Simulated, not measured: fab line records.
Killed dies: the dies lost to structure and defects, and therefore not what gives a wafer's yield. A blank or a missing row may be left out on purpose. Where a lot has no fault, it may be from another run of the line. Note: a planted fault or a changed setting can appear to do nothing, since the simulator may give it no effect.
Problem report, 8D (eight disciplines) form, completed by code | flow nandHarc | the parts of the form that need people (team, actions taken, sign-off) are left out

1. THE ISSUE
heaterPowerTotalW at NHARC_A_CHANNEL_HOLE_D2_SOFTBAKE_05 reads a mean of 222.64 W on 3 wafers of 3 lots; wafers without a fault read 188.46 W with a standard deviation of 0.14. That is +99 or more standard deviations from the usual mean.
The step: time 55 s.
First observed at day 18 01:00: wafer L688.3, on lithoTrack-04. Wafers with a number at this step in the record: 40, from 14 lots. Rule for "out", or "out of limits": more than 4 standard deviations from the usual mean. Any other wafer with a number is counted as sound.

2. WHAT IT IS, WHAT IT ISN'T
question                    | is                     | is not
which readings at this step | heaterPowerTotalW      | -
which lots                  | L688, L689, L690       | L676, L677, L678, L679, L681, L694, L695, L696, L697, L698, L699
which wafers of those lots  | L688.3, L689.3, L690.2 | L688.1, L688.4, L689.1, L690.5
read on which tools         | lithoTrack-04          | lithoTrack-01, lithoTrack-06
when                        | from day 18 01:00      | up to then (18 sound wafers); but 19 sound wafers of L690, L694, L695, L696, L697, L698, L699 came after

3. THE SUSPECTS, EACH WITH WHAT RULES IT OUT
Counting: a tool at a process step up to the reading stays a suspect if it ran every lot that is out. Sound lots after the first of them don't rule it out here, since some wafers of a struck lot are sound.
- lithoTrack-04 at NHARC_A_CHANNEL_HOLE_D2_SOFTBAKE_05 (time 55 s): kept. It ran every lot that is out, first L688 (day 18 01:00); its last sound lot up to then is L678 (day 13 23:00). Out on those wafers are its own readings of heaterPowerTotalW.
The count leaves lithoTrack-04 at NHARC_A_CHANNEL_HOLE_D2_SOFTBAKE_05.

4. THE CAUSE (what the simulator had put in)
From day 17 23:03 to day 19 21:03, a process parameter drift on lithoTrack-04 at NHARC_A_CHANNEL_HOLE_D2_SOFTBAKE_05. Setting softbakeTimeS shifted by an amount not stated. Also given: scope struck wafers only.
This tool alone remained once counting was done.

5. THE EFFECT CHAIN, in route order
Rows list readings where the struck wafers' mean (over those with a number) sits beyond 3 standard deviations from the usual. Scope: only readings with a usual standard deviation given in the record; hours: median across lots of the time from each lot's start at the first step in this table that gives one to its start at this step; sigmas: change in usual standard deviations.
hours | step                                | reading           | usual    | on struck wafers | change | sigmas
0     | NHARC_A_CHANNEL_HOLE_D2_SOFTBAKE_05 | heaterPowerTotalW | 188.46 W | 222.64           | +34.18 | +99 or more
The process steps in it:
- NHARC_A_CHANNEL_HOLE_D2_SOFTBAKE_05: time 55 s.
Readings that are blank on the struck wafers while sound wafers have them: plateTempC at NHARC_A_CHANNEL_HOLE_D2_SOFTBAKE_05.

6. HOW IT WOULD HAVE BEEN CAUGHT EARLIER
The fault began at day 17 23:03; the first out-of-limits reading in this record came at day 18 01:00, 2 hours later.
